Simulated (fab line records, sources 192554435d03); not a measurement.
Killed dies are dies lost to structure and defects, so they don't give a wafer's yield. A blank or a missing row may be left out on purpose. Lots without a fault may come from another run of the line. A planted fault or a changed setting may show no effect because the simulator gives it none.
Chamber matching | flow n5_finfet | N5_BEOL_M0_ALD_136 on ald_metal-03: 4 sister chambers
The step deposits TaN, pulse time 2 s, purge time 3 s, co reactant purge time 2 s. 4 wafers are shown with their chamber, then 8 later ones without.

WAFERS WITH THEIR CHAMBER
wafer  | chamber | heater_power_w (W)
L074.6 | 0       | 427
L079.2 | 1       | 500
L081.3 | 2       | 465
L084.2 | 3       | 389

WAFERS WITHOUT THEIR CHAMBER
wafer  | heater_power_w (W)
L084.3 | 454
L084.6 | 382
L090.3 | 387
L090.5 | 454
L090.6 | 383
L095.3 | 429
L095.4 | 495
L095.5 | 387

WHICH CHAMBER EACH WENT THROUGH
wafer  | from the rows above | in truth
L084.3 | 2                   | 2
L084.6 | 3                   | 3
L090.3 | 3                   | 3
L090.5 | 2                   | 2
L090.6 | 3                   | 3
L095.3 | 0                   | 0
L095.4 | 1                   | 1
L095.5 | 3                   | 3
Placed correctly: 8 of 8. Can't be placed from these rows: 0. Placed wrongly: 0.
How it was worked out, from the rows above alone: a wafer's distance from a chamber is the root of the sum, over the readings, of the square of ((its reading less the chamber's mean) divided by the reading's scatter). The wafer belongs to the nearest chamber; if the next one is less than 2 further off, it can't be placed. A chamber's mean is the mean of its shown wafers. The scatter: with one shown wafer a chamber, the root of the mean of the squares of how far each hidden wafer lies from its nearest shown one.
